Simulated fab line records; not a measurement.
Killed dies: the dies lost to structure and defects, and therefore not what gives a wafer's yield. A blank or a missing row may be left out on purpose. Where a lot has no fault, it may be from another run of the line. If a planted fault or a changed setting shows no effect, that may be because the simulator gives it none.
Split-lot experiment + flow n5-finfet + route with 1938 steps; 7 lots, 21 wafers read

## SPLIT DETAILS
At N5_BEOL_M15_TRENCH_ETCH_34 (etches SiO2 in C4F8/O2/Ar, target depth 872.93 nm, time 199 s), the setting time-s was moved away from the recipe's 199 s on 7 of the 21 wafers read, by -7.8% to +16.7%. This setting was run at the recipe's value on the other wafers.

## SPLIT TO READING: what lies between them in the file, 1 step
- N5_BEOL_M15_SPUTTER_44: material Ta, target thk 15 nm, time 24.19 s (also split here: power-w)

## THE READING
Cu_of_BEOL_M15_ECD_47.thk-nm (the simulator's own value, which no gauge read), in nm, at N5_BEOL_M15_CMP_49 (polishes, stops on SiO2, t overpolish 4.9 s, target thk 850 nm). The file gives no usual value for it. The 14 wafers here that ran the recipe average 831.0 nm, standard deviation 12 nm.

| wafer  | tool, chamber at the split | time-s as run, s | against the recipe | Cu_of_BEOL_M15_ECD_47.thk-nm, nm | against lot-mates on the recipe |
|--------|----------------------------|------------------|--------------------|----------------------------------|---------------------------------|
| L074.4 | rie-diel-06, 3             | 223.5            | +12.3%             | 959.8                            | +110.2                          |
| L074.3 | rie-diel-06, 2             | 199              | recipe             | 849.6                            | -                               |
| L074.6 | rie-diel-06, 0             | 223.5            | +12.3%             | 962                              | +112.4                          |
| L076.4 | rie-diel-06, 3             | 232.3            | +16.7%             | 993                              | +151.3                          |
| L076.5 | rie-diel-06, 1             | 199              | recipe             | 851.8                            | -                               |
| L076.6 | rie-diel-06, 2             | 199              | recipe             | 831.6                            | -                               |
| L079.3 | rie-diel-04, 3             | 199              | recipe             | 836.4                            | -                               |
| L079.5 | rie-diel-04, 3             | 199              | recipe             | 828                              | -                               |
| L079.6 | rie-diel-04, 0             | 199              | recipe             | 814.6                            | -                               |
| L085.2 | rie-diel-04, 3             | 199              | recipe             | 835.6                            | -                               |
| L085.1 | rie-diel-04, 2             | 199              | recipe             | 829.2                            | -                               |
| L085.6 | rie-diel-04, 2             | 183.5            | -7.8%              | 764.8                            | -67.6                           |
| L093.4 | rie-diel-04, 3             | 231.4            | +16.3%             | 955                              | +136.0                          |
| L093.6 | rie-diel-04, 2             | 231.4            | +16.3%             | 967.6                            | +148.6                          |
| L093.5 | rie-diel-04, 3             | 199              | recipe             | 819                              | -                               |
| L095.3 | rie-diel-04, 2             | 199              | recipe             | 824                              | -                               |
| L095.2 | rie-diel-04, 1             | 199              | recipe             | 807.8                            | -                               |
| L095.1 | rie-diel-04, 3             | 216              | +8.5%              | 883.4                            | +67.5                           |
| L096.4 | rie-diel-06, 2             | 199              | recipe             | 832.2                            | -                               |
| L096.6 | rie-diel-06, 2             | 199              | recipe             | 836.2                            | -                               |
| L096.5 | rie-diel-06, 1             | 199              | recipe             | 837.4                            | -                               |

FIT RESULTS
A straight line over all 21 wafers: Cu_of_BEOL_M15_ECD_47.thk-nm changes by +8.91 nm for each +1% of time-s; r = +0.98; the points scatter about the line by 14 nm.
The same after taking each lot's own level away (the mean of its wafers on the recipe; 21 wafers): +8.83 nm for each +1%; r = +0.99; scatter 6.4 nm.
According to that fit, moving time-s by its largest amount changes the reading by 1.5e+02 nm.
Measured against the standard deviation above, the lots' own levels, which go from 815.90 to 849.60 nm, span 2.9 times it.
So the lot-to-lot level changes the slope little: the two slopes agree.
Check: +147 nm against its lot-mates is what the line predicts for one of the wafers moved furthest among these (+16.7%) when that wafer is left out of the fit. Against them it came out at +151 nm.

## THE OTHER SPLITS THESE WAFERS WENT THROUGH
Other splits were also applied to these wafers ahead of the reading. Each is held against what the fit with the lots' levels taken away leaves over:
| other split on the same wafers | wafers away from the commonest value | r with Cu_of_BEOL_M15_ECD_47.thk-nm (lot level and that fit taken away) |
|--------------------------------|--------------------------------------|-------------------------------------------------------------------------|
| N5_BEOL_M13_COAT_65 spin-rpm   | 7                                    | -0.05                                                                   |
| N5_BEOL_M13_COAT_66 spin-rpm   | 5                                    | -0.07                                                                   |
| N5_BEOL_M14_EXPOSE_07 dose-mj  | 10                                   | -0.29                                                                   |
| N5_BEOL_M14_PEB_08 peb-time-s  | 7                                    | +0.01                                                                   |
| N5_BEOL_M15_SPUTTER_44 power-w | 7                                    | -0.04                                                                   |

## THE WHOLE CHAIN: every reading that the file lists as answering this split, in the file's order
| step                       | what it does                                                   | reading                                                                          | change (the file's fit)              | r (the file's) |
|----------------------------|----------------------------------------------------------------|----------------------------------------------------------------------------------|--------------------------------------|----------------|
| N5_BEOL_M15_TRENCH_ETCH_34 | etches SiO2 in C4F8/O2/Ar, target depth 872.93 nm, time 199 s  | etch.depth-nm (the simulator's own value, which no gauge read)                   | +8.84 nm for each +1% of the setting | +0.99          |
| N5_BEOL_M15_TRENCH_ETCH_34 | etches SiO2 in C4F8/O2/Ar, target depth 872.93 nm, time 199 s  | coat_of_BEOL_M15_COAT_22.thk-nm (the simulator's own value, which no gauge read) | -1.58 nm for each +1% of the setting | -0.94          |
| N5_BEOL_M15_CMP_49         | polishes, stops on SiO2, t overpolish 4.9 s, target thk 850 nm | Cu_of_BEOL_M15_ECD_47.thk-nm (the simulator's own value, which no gauge read)    | +8.82 nm for each +1% of the setting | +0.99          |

## FILE'S OWN FIT
Cu_of_BEOL_M15_ECD_47.thk-nm changes by +8.82 nm for each +1% of time-s, r = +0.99.
